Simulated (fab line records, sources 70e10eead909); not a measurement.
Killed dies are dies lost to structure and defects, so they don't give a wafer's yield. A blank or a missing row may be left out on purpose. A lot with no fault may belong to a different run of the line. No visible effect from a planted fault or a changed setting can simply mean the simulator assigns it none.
Struck lot and sound lot, side by side / flow nand_harc / 25 steps out of a route of 1159
Sound: the wafers L232.2, L232.3, L232.5. Struck: wafer L244.2 (left out: L244.1, a lot-mate that was not struck); the cause follows at the end.
Order at every step that has rows: each side's tool, ch and its chambers, its first start. Under that, the readings that differ: sound wafers / struck wafers / difference of the means / sigmas: that difference in standard deviations of wafers without a fault.
alike: words and numbers the same on both sides, and readings whose means are apart by under 2 such deviations; not compared: readings that were withheld, readings missing a value for some wafer, numbers with overlapping values and no deviation given by the record, and bounds like >300 which may hide the same value.
Wherever a step has rows on one side only, a row that says differs or no value, or a row with sigmas, the two part there. Non-overlapping numbers with no deviation appear without sigmas and do not part them. A reading that every wafer of one side lacks parts them only if that side has two wafers or more.

NHARC_P_ZERO_WELL_INSPECT_43:
  struck on defect_inspect-01, day 7 08:03; sound on defect_inspect-01, day 4 07:28
  alike: raw_defect_count
then, 11 steps without rows for these wafers: NHARC_P_STI_ETCH_26 (etches SiO2 in dHF, target depth 11 nm); NHARC_P_STI_PRECLEAN_27 (cleans in SC1); NHARC_P_STI_SRD_28; NHARC_P_STI_OXIDE_29 (material SiO2, target thk 10 nm, ox time 1362 s); NHARC_P_STI_HM_DEP_30 (deposits Si3N4, target thk 80 nm, time 873 s); NHARC_P_STI_DEHYDRATE_01 (time 120 s); NHARC_P_STI_HMDS_02 (time 30 s); NHARC_P_STI_COAT_41 (time 65 s); NHARC_P_STI_COAT_03 (resist thk 600 nm); NHARC_P_STI_SOFTBAKE_04 (time 70 s); NHARC_P_STI_EBR_05.
NHARC_P_STI_EXPOSE_06: exposes mask P STI, target cd 200 nm.
  sound on krf_scanner-03 ch 0, day 4 23:56; struck on krf_scanner-02 ch 0, day 8 00:19
  alike: mask, reticle_temp_C
then, 2 steps without rows for these wafers: NHARC_P_STI_PEB_07 (peb time 80 s); NHARC_P_STI_DEVELOP_08 (time 50 s).
NHARC_P_STI_CD_MEAS_09 targets a cd of 200 nm.
  sound on cd_sem-03 ch 0, day 5 00:05; struck on cd_sem-01 ch 0, day 8 00:28
  alike: cd_nm
NHARC_P_STI_OVL_MEAS_10:
  struck on overlay-01, day 8 00:33; sound on overlay-02, day 5 00:10
  alike: overlay_x_nm, overlay_y_nm
NHARC_P_STI_INSPECT_11:
  struck on defect_inspect-01, day 8 00:35; sound on defect_inspect-01, day 5 00:13
  alike: raw_defect_count
then, 1 step without rows for these wafers: NHARC_P_STI_HARDBAKE_13 (time 65 s).
NHARC_P_STI_DESCUM_14: chemistry O2, time 3 s.
  sound on rie_diel-01 ch 0,2,3, day 5 00:20; struck on rie_diel-02 ch 0, day 8 00:43
  alike: drypump_motor_current_A, mfc_ar_sccm, oes_product_au, rf_vpp_V, showerhead_plenum_p_Torr, throttle_valve_pct
  not compared: rf_hours_counter_h, model.P_STI.cd_nm
NHARC_P_STI_ETCH_42: etches the open film in N2/H2, target depth 80 nm, overetch 24 nm, time 61 s.
  sound on rie_diel-01 ch 1,2,3, day 5 00:26; struck on rie_diel-02 ch 0, day 8 00:48
  alike: drypump_motor_current_A, mfc_ar_sccm, oes_product_au, rf_vpp_V, showerhead_plenum_p_Torr, throttle_valve_pct
  not compared: rf_hours_counter_h
NHARC_P_STI_ETCH_31: etches the open film in CF4/CHF3, target depth 108.9 nm, time 54.5 s.
  sound: rie_diel-01 ch 0,2,3; struck: rie_diel-02 ch 1
  alike: drypump_motor_current_A, mfc_ar_sccm, oes_product_au, rf_vpp_V, showerhead_plenum_p_Torr, throttle_valve_pct
  not compared: rf_hours_counter_h
NHARC_P_STI_ETCH_15: etches the open film in HBr/Cl2, target depth 300 nm, time 100.1 s.
  sound on rie_si-06 ch 0,1,3, day 5 00:37; struck on rie_si-06 ch 2, day 8 01:01
  alike: drypump_motor_current_A, oes_product_au, throttle_valve_pct
  not compared: rf_hours_counter_h, model.P_STI.cd_nm
NHARC_P_STI_CD_MEAS_16:
  struck on cd_sem-03, day 8 01:10; sound on cd_sem-01, day 5 00:47
  alike: cd_nm
-- the record jumps here: 17 days lie between the struck wafers' starts before and after (it left off in module P_STI and takes up again in module END, whose first step shown is number 1159 of the route) --
NHARC_END_SORT_01:
  sound on prober-01 ch 0, day 22 05:30; struck on prober-01 ch 0, day 25 06:54
  alike: killed_at_array, killed_at_other, killed_at_periphery, killed_dies, killed_open, killed_short

## WHERE THEY PART
Nowhere in this record.

WHY: the cause the simulator had injected
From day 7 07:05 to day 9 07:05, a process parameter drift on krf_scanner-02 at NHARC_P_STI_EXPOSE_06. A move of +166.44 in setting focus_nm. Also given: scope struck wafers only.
